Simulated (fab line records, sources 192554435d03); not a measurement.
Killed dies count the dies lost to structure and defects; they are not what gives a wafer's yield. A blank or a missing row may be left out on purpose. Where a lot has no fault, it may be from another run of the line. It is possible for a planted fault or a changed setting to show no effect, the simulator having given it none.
Matching of chambers / flow n5-finfet / rie-diel-02 running N5_ZERO_LAYER_DESCUM_16: 4 sister chambers
The step chemistry O2, time 7.9 s. 24 wafers are shown with their chamber, then 12 later ones without.

== WAFERS PAIRED WITH THEIR CHAMBERS ==
wafer=L075.1; chamber=2; drypump-motor-current-A (A)=5.2; throttle-valve-pct (%)=20.52; showerhead-plenum-p-Torr (Torr)=2.12
wafer=L075.2; chamber=0; drypump-motor-current-A (A)=5.9; throttle-valve-pct (%)=20.15; showerhead-plenum-p-Torr (Torr)=1.97
wafer=L075.4; chamber=3; drypump-motor-current-A (A)=5.7; throttle-valve-pct (%)=20.37; showerhead-plenum-p-Torr (Torr)=2.20
wafer=L078.1; chamber=1; drypump-motor-current-A (A)=5.4; throttle-valve-pct (%)=20.55; showerhead-plenum-p-Torr (Torr)=2.16
wafer=L078.2; chamber=2; drypump-motor-current-A (A)=5.2; throttle-valve-pct (%)=20.54; showerhead-plenum-p-Torr (Torr)=2.11
wafer=L078.3; chamber=0; drypump-motor-current-A (A)=5.9; throttle-valve-pct (%)=20.15; showerhead-plenum-p-Torr (Torr)=1.97
wafer=L082.2; chamber=2; drypump-motor-current-A (A)=5.2; throttle-valve-pct (%)=20.55; showerhead-plenum-p-Torr (Torr)=2.11
wafer=L082.5; chamber=3; drypump-motor-current-A (A)=5.8; throttle-valve-pct (%)=20.41; showerhead-plenum-p-Torr (Torr)=2.19
wafer=L082.6; chamber=0; drypump-motor-current-A (A)=5.9; throttle-valve-pct (%)=20.15; showerhead-plenum-p-Torr (Torr)=1.96
wafer=L083.1; chamber=1; drypump-motor-current-A (A)=5.4; throttle-valve-pct (%)=20.18; showerhead-plenum-p-Torr (Torr)=2.15
wafer=L083.3; chamber=2; drypump-motor-current-A (A)=5.2; throttle-valve-pct (%)=20.52; showerhead-plenum-p-Torr (Torr)=2.11
wafer=L083.5; chamber=2; drypump-motor-current-A (A)=5.2; throttle-valve-pct (%)=20.54; showerhead-plenum-p-Torr (Torr)=2.11
wafer=L084.1; chamber=1; drypump-motor-current-A (A)=5.4; throttle-valve-pct (%)=20.18; showerhead-plenum-p-Torr (Torr)=2.15
wafer=L084.3; chamber=3; drypump-motor-current-A (A)=5.8; throttle-valve-pct (%)=20.39; showerhead-plenum-p-Torr (Torr)=2.19
wafer=L084.6; chamber=3; drypump-motor-current-A (A)=5.8; throttle-valve-pct (%)=20.42; showerhead-plenum-p-Torr (Torr)=2.19
wafer=L085.3; chamber=3; drypump-motor-current-A (A)=5.8; throttle-valve-pct (%)=20.42; showerhead-plenum-p-Torr (Torr)=2.19
wafer=L085.4; chamber=1; drypump-motor-current-A (A)=5.4; throttle-valve-pct (%)=20.21; showerhead-plenum-p-Torr (Torr)=2.15
wafer=L085.5; chamber=3; drypump-motor-current-A (A)=5.8; throttle-valve-pct (%)=20.42; showerhead-plenum-p-Torr (Torr)=2.19
wafer=L088.1; chamber=3; drypump-motor-current-A (A)=5.8; throttle-valve-pct (%)=20.44; showerhead-plenum-p-Torr (Torr)=2.19
wafer=L088.3; chamber=1; drypump-motor-current-A (A)=5.4; throttle-valve-pct (%)=20.21; showerhead-plenum-p-Torr (Torr)=2.15
wafer=L088.4; chamber=2; drypump-motor-current-A (A)=5.2; throttle-valve-pct (%)=20.55; showerhead-plenum-p-Torr (Torr)=2.11
wafer=L092.1; chamber=1; drypump-motor-current-A (A)=5.4; throttle-valve-pct (%)=20.22; showerhead-plenum-p-Torr (Torr)=2.15
wafer=L092.2; chamber=0; drypump-motor-current-A (A)=5.9; throttle-valve-pct (%)=19.85; showerhead-plenum-p-Torr (Torr)=2.22
wafer=L092.3; chamber=3; drypump-motor-current-A (A)=5.8; throttle-valve-pct (%)=20.44; showerhead-plenum-p-Torr (Torr)=2.18

SIGNATURES (means of the wafers above)
reading=drypump-motor-current-A; chamber 0=5.900; chamber 1=5.400; chamber 2=5.200; chamber 3=5.787; scatter within a chamber=0.0209
reading=throttle-valve-pct; chamber 0=20.0750; chamber 1=20.2583; chamber 2=20.5367; chamber 3=20.4138; scatter within a chamber=0.0938
reading=showerhead-plenum-p-Torr; chamber 0=2.0300; chamber 1=2.1517; chamber 2=2.1117; chamber 3=2.1900; scatter within a chamber=0.0493
Rule: a wafer lies at a distance from a chamber equal to the root of the sum of squares, over the readings, of (its reading less the chamber's mean, divided by the reading's scatter). If the next closest chamber is less than 2 further off than the closest, the wafer can't be placed; otherwise it belongs to the closest. The scatter: take each reading less its chamber's mean, square it, sum over the shown wafers, divide by the number of wafers less the number of chambers, and take the root.

== WAFERS WHOSE CHAMBER IS MISSING ==
wafer=L094.2; drypump-motor-current-A (A)=5.4; throttle-valve-pct (%)=20.23; showerhead-plenum-p-Torr (Torr)=2.15
wafer=L094.4; drypump-motor-current-A (A)=5.2; throttle-valve-pct (%)=20.58; showerhead-plenum-p-Torr (Torr)=2.10
wafer=L094.6; drypump-motor-current-A (A)=5.4; throttle-valve-pct (%)=20.22; showerhead-plenum-p-Torr (Torr)=2.15
wafer=L095.1; drypump-motor-current-A (A)=5.4; throttle-valve-pct (%)=20.25; showerhead-plenum-p-Torr (Torr)=2.15
wafer=L095.2; drypump-motor-current-A (A)=5.9; throttle-valve-pct (%)=19.85; showerhead-plenum-p-Torr (Torr)=2.22
wafer=L095.3; drypump-motor-current-A (A)=5.8; throttle-valve-pct (%)=20.45; showerhead-plenum-p-Torr (Torr)=2.18
wafer=L095.4; drypump-motor-current-A (A)=5.1; throttle-valve-pct (%)=20.57; showerhead-plenum-p-Torr (Torr)=2.10
wafer=L095.5; drypump-motor-current-A (A)=5.9; throttle-valve-pct (%)=19.86; showerhead-plenum-p-Torr (Torr)=2.22
wafer=L095.6; drypump-motor-current-A (A)=5.4; throttle-valve-pct (%)=20.21; showerhead-plenum-p-Torr (Torr)=2.15
wafer=L097.3; drypump-motor-current-A (A)=5.8; throttle-valve-pct (%)=20.47; showerhead-plenum-p-Torr (Torr)=2.18
wafer=L097.4; drypump-motor-current-A (A)=5.2; throttle-valve-pct (%)=20.57; showerhead-plenum-p-Torr (Torr)=2.10
wafer=L097.5; drypump-motor-current-A (A)=5.9; throttle-valve-pct (%)=19.85; showerhead-plenum-p-Torr (Torr)=2.22

== EACH ONE'S CHAMBER ==
wafer=L094.2; from the rows above=1; in truth=1
wafer=L094.4; from the rows above=2; in truth=2
wafer=L094.6; from the rows above=1; in truth=1
wafer=L095.1; from the rows above=1; in truth=1
wafer=L095.2; from the rows above=0; in truth=0
wafer=L095.3; from the rows above=3; in truth=3
wafer=L095.4; from the rows above=2; in truth=2
wafer=L095.5; from the rows above=0; in truth=0
wafer=L095.6; from the rows above=1; in truth=1
wafer=L097.3; from the rows above=3; in truth=3
wafer=L097.4; from the rows above=2; in truth=2
wafer=L097.5; from the rows above=0; in truth=0
Correctly placed: 12 of 12. From these rows, 0 cannot be placed. Placed wrongly: 0.
